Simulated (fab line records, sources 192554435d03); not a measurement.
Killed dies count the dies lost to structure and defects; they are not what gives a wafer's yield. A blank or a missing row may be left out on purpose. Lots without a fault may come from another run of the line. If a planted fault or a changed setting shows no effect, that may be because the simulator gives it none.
A struck lot beside a sound one / flow n5Finfet / 16 out of 1938 route steps
Sound: wafers L324.1, L324.3, L324.4. Struck: wafer L320.3. (L320.1, L320.6 of the same lot were not struck and are left out.) The cause comes at the end.
Each step with rows lists, per side, the tool, then ch with its chambers, then its first start. Under that, the readings that differ: sound wafers / struck wafers / difference of the means / sigmas: that difference in standard deviations of wafers without a fault.
alike: readings with means less than 2 such deviations apart, plus words and numbers identical on both sides. not compared: withheld readings, readings lacking a value on some wafer, bounds such as >300 that could conceal the same value, and numbers that have no deviation in the record and whose values overlap.
The two part at a step that has a row with sigmas, a row that says differs or no value, or rows on one side only. Numbers that have no deviation but don't overlap get no sigmas and don't part them. A reading that every wafer of one side lacks parts them only if that side has two wafers or more.

first, 3 steps without rows for these wafers: N5_DUMMY_GATE_STRIP_38 (strips in N2/H2); N5_DUMMY_GATE_STRIP_39 (strips in N2/H2); N5_DUMMY_GATE_TRIM_49 (chemistry O2, time 29 s, target cd 14 nm).
N5_DUMMY_GATE_STRIP_40: strips in CF4.
  sound on rieDiel-01 ch 0,2,3, day 7 07:39; struck on rieDiel-03 ch 0, day 6 09:12
  alike: drypumpMotorCurrentA, oesProductAu, rfVppV, showerheadPlenumPTorr, throttleValvePct
  not compared: rfHoursCounterH
N5_DUMMY_GATE_CD_MEAS_50: target cd 14 nm.
  sound: cdSem-03 at day 7 07:42; struck: cdSem-02 at day 6 09:15
  alike: cdNm
N5_DUMMY_GATE_ETCH_31: etches SiO2 in C4F6/O2, target depth 82.5 nm, time 27.5 s.
  sound on rieDiel-03 ch 0,2,3, day 7 07:46; struck on rieDiel-04 ch 3, day 6 09:18
reading=rfHoursCounterH (h); sound=125 194 130; struck=110; difference=-40; sigmas=
reading=rfVppV (V); sound=648 656 666; struck=676; difference=+19; sigmas=+2
  alike: drypumpMotorCurrentA, oesProductAu, showerheadPlenumPTorr, throttleValvePct
then, 1 step without rows for these wafers: N5_DUMMY_GATE_STRIP_41 (strips in O2).
N5_DUMMY_GATE_HM_OPEN_21: chemistry CH3F/O2, target SiNx, target depth 120 nm, time 171.4 s.
  sound on rieDiel-03 ch 0,2,3, day 7 07:51; struck on rieDiel-04 ch 3, day 6 09:23
reading=rfHoursCounterH (h); sound=125 194 130; struck=110; difference=-40; sigmas=
reading=rfVppV (V); sound=293 295 299; struck=305; difference=+9; sigmas=+3
  alike: drypumpMotorCurrentA, oesProductAu, showerheadPlenumPTorr, throttleValvePct
then, 1 step without rows for these wafers: N5_DUMMY_GATE_ETCH_32 (etches SiO2 in CF4, target depth 3.5 nm, time 3.9 s).
N5_DUMMY_GATE_ETCH_23: etches poly-Si in HBr/Cl2/O2, target depth 41 nm, time 22.3 s.
  sound on rieSi-03 ch 0,2,3, day 7 08:02; struck on rieSi-06 ch 3, day 6 09:35
reading=rfHoursCounterH (h); sound=70 113 157; struck=47; difference=-66; sigmas=
  alike: drypumpMotorCurrentA, oesProductAu, throttleValvePct
N5_DUMMY_GATE_ETCH_44: etches poly-Si in HBr/O2, stops on SiO2, target depth 127.5 nm.
  sound on rieSi-03 ch 0,2,3, day 7 08:06; struck on rieSi-06 ch 3, day 6 09:38
reading=rfHoursCounterH (h); sound=70 113 157; struck=47; difference=-66; sigmas=
  alike: drypumpMotorCurrentA, oesProductAu, throttleValvePct
N5_DUMMY_GATE_CD_MEAS_24: target cd 15 nm.
  sound: cdSem-03 at day 7 08:13; struck: cdSem-02 at day 6 09:45
  alike: cdNm
N5_DUMMY_GATE_ETCH_42: etches SiO2 in CHF3/O2, target depth 3.5 nm, time 31 s.
  sound on rieDiel-03 ch 0,1,3, day 7 08:19; struck on rieDiel-01 ch 3, day 6 10:02
reading=model.etch.depthNm (nm); sound=3.493 3.482 3.547; struck=2.986; difference=-0.521; sigmas=
  alike: drypumpMotorCurrentA, oesProductAu, rfVppV, showerheadPlenumPTorr, throttleValvePct
  not compared: rfHoursCounterH
then, 1 step without rows for these wafers: N5_DUMMY_GATE_STRIP_48 (strips in N2/H2, time 20 s).
-- here the record skips 5 days between the struck wafers' starts before and after, leaving off in module DUMMY_GATE and picking up in module BEOL_M4 (first step shown: number 1111 of the route) --
N5_BEOL_M4_RC_MEAS_101:
  sound on prober-02 ch 0, day 11 23:41; struck on prober-01 ch 0, day 11 04:23
reading=IOFF_N (nA/um); sound=0.148 0.148 0.163; struck=0.207; difference=+0.054; sigmas=+2
  alike: DIBL_N, DIBL_P, IOFF_P, ION_N, ION_P, SS_N, SS_P, VT_N, VT_P
-- the record jumps here: 4 days lie between the struck wafers' starts before and after (it left off in module BEOL_M4 and takes up again in module PASSIVATION, whose first step shown is number 1936 of the route) --
N5_PASSIVATION_PROBE_49:
  rows exist in the record for the struck wafers here (prober-02, day 15 10:47), but not for the sound ones

== WHERE THEY PART ==
First at N5_DUMMY_GATE_ETCH_31; last, within this record, at N5_PASSIVATION_PROBE_49.

WHY: what the simulator had put in
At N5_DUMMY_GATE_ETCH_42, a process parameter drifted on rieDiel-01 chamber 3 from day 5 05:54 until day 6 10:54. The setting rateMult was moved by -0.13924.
